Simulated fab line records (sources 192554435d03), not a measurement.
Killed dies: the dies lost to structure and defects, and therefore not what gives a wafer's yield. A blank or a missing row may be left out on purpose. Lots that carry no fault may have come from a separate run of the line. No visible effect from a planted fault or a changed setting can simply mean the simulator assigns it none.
Matching of chambers / flow n5Finfet / N5_BEOL_M6_ALD_77 on aldMetal-04: 4 sister chambers
The step deposits TaN, target thk 2 nm, pulse time 2 s, purge time 3 s. 8 wafers are shown with their chamber, then 10 later ones without.

WAFERS WITH THEIR CHAMBER
wafer=L081.1; chamber=2; heaterPowerW (W)=405; precursorVesselCarrierSccm (sccm)=995.2
wafer=L083.2; chamber=1; heaterPowerW (W)=378; precursorVesselCarrierSccm (sccm)=1000.7
wafer=L083.3; chamber=2; heaterPowerW (W)=411; precursorVesselCarrierSccm (sccm)=1003.6
wafer=L083.4; chamber=0; heaterPowerW (W)=421; precursorVesselCarrierSccm (sccm)=998.9
wafer=L083.5; chamber=1; heaterPowerW (W)=391; precursorVesselCarrierSccm (sccm)=998.2
wafer=L083.6; chamber=0; heaterPowerW (W)=440; precursorVesselCarrierSccm (sccm)=994.9
wafer=L086.3; chamber=3; heaterPowerW (W)=446; precursorVesselCarrierSccm (sccm)=998.5
wafer=L086.5; chamber=3; heaterPowerW (W)=437; precursorVesselCarrierSccm (sccm)=998.7

WAFERS WHOSE CHAMBER IS MISSING
wafer=L086.6; heaterPowerW (W)=440; precursorVesselCarrierSccm (sccm)=996.8
wafer=L085.3; heaterPowerW (W)=436; precursorVesselCarrierSccm (sccm)=1001.2
wafer=L085.4; heaterPowerW (W)=391; precursorVesselCarrierSccm (sccm)=1002.6
wafer=L085.5; heaterPowerW (W)=432; precursorVesselCarrierSccm (sccm)=1001.1
wafer=L089.1; heaterPowerW (W)=444; precursorVesselCarrierSccm (sccm)=1000.9
wafer=L089.3; heaterPowerW (W)=389; precursorVesselCarrierSccm (sccm)=1000.0
wafer=L089.4; heaterPowerW (W)=451; precursorVesselCarrierSccm (sccm)=1001.5
wafer=L096.2; heaterPowerW (W)=441; precursorVesselCarrierSccm (sccm)=997.4
wafer=L096.3; heaterPowerW (W)=389; precursorVesselCarrierSccm (sccm)=1004.0
wafer=L096.5; heaterPowerW (W)=409; precursorVesselCarrierSccm (sccm)=1002.3

THE CHAMBER EACH PASSED THROUGH
wafer=L086.6; from the rows above=can't be placed: 3 or 0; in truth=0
wafer=L085.3; from the rows above=can't be placed: 3 or 0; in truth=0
wafer=L085.4; from the rows above=can't be placed: 1 or 2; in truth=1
wafer=L085.5; from the rows above=can't be placed: 0 or 3 or 2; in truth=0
wafer=L089.1; from the rows above=can't be placed: 3 or 0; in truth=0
wafer=L089.3; from the rows above=can't be placed: 1 or 2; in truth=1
wafer=L089.4; from the rows above=can't be placed: 3 or 0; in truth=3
wafer=L096.2; from the rows above=can't be placed: 3 or 0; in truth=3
wafer=L096.3; from the rows above=can't be placed: 1 or 2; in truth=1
wafer=L096.5; from the rows above=can't be placed: 2 or 1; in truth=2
Placed correctly: 0 of 10. These rows do not allow placing 10 (true chamber among the candidates in 10). Wrongly placed: 0.
How it was worked out, from the rows above alone: a wafer's distance from a chamber is the root of the sum, over the readings, of the square of ((its reading less the chamber's mean) divided by the reading's scatter). If the next closest chamber is less than 2 further off than the closest, the wafer can't be placed; otherwise it belongs to the closest. The mean given for a chamber averages the wafers shown for that chamber. The scatter: the root of (the sum of the squares of (reading less its chamber's mean) over the shown wafers, divided by (wafers less chambers)).
